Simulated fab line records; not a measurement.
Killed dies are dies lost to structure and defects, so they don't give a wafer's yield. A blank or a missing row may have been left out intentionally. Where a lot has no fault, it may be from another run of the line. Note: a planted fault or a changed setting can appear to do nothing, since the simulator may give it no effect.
Matching of chambers    flow n5Finfet    N5_FIN_SAQP_MANDREL_ETCH_58 on rieSi-05: 4 sister chambers
The step etches a-Si in HBr/Cl2, stops on SiNx, target depth 45 nm, bt time 10 s, time 27 s. 18 wafers are shown with their chamber, then 9 later ones without.

== EACH WAFER AND ITS CHAMBER ==
wafer   chamber  throttleValvePct (%)  drypumpMotorCurrentA (A)  oesProductAu (a.u.)
L074.2  3        35.58                 5.9                       0.688
L074.3  1        34.97                 6.4                       0.672
L074.5  3        35.56                 5.9                       0.697
L076.1  1        35.00                 6.4                       0.663
L076.2  0        35.46                 6.4                       0.690
L076.5  3        35.56                 5.9                       0.683
L085.1  2        35.56                 5.7                       0.654
L085.2  1        34.99                 6.4                       0.668
L085.3  0        35.42                 6.4                       0.699
L086.3  2        35.54                 5.7                       0.664
L086.5  3        35.56                 5.9                       0.688
L086.6  0        35.41                 6.3                       0.699
L087.3  0        35.40                 6.3                       0.709
L087.4  1        34.98                 6.5                       0.665
L087.5  3        35.58                 5.9                       0.672
L088.1  2        35.54                 5.7                       0.668
L088.4  0        35.43                 6.3                       0.706
L088.5  2        35.53                 5.7                       0.675

SIGNATURES, as means of the wafers listed above
reading               chamber 0  chamber 1  chamber 2  chamber 3  scatter within a chamber
throttleValvePct      35.4240    34.9850    35.5425    35.5680    0.016
drypumpMotorCurrentA  6.340      6.425      5.700      5.900      0.0373
oesProductAu          0.70060    0.66700    0.66525    0.68560    0.00769
Rule: for a wafer and a chamber, the distance is found by dividing, reading by reading, the gap between the wafer's reading and the chamber's mean by the reading's scatter, squaring, summing and taking the root. If the next closest chamber is less than 2 further off than the closest, the wafer can't be placed; otherwise it belongs to the closest. The scatter: take each reading less its chamber's mean, square it, sum over the shown wafers, divide by the number of wafers less the number of chambers, and take the root.

== WAFERS WITH NO CHAMBER GIVEN ==
wafer   throttleValvePct (%)  drypumpMotorCurrentA (A)  oesProductAu (a.u.)
L089.1  35.53                 5.6                       0.668
L089.2  34.99                 6.4                       0.675
L089.6  35.53                 5.7                       0.671
L090.3  35.42                 6.3                       0.709
L090.4  34.98                 6.4                       0.671
L090.5  35.52                 5.7                       0.676
L092.1  34.98                 6.4                       0.685
L092.2  35.58                 5.9                       0.683
L092.5  35.58                 5.9                       0.692

== WHICH CHAMBER EACH ONE RAN IN ==
wafer   from the rows above  in truth
L089.1  2                    2
L089.2  1                    1
L089.6  2                    2
L090.3  0                    0
L090.4  1                    1
L090.5  2                    2
L092.1  1                    1
L092.2  3                    3
L092.5  3                    3
Correctly placed: 9 of 9. Left unplaced by these rows: 0. 0 placed wrongly.
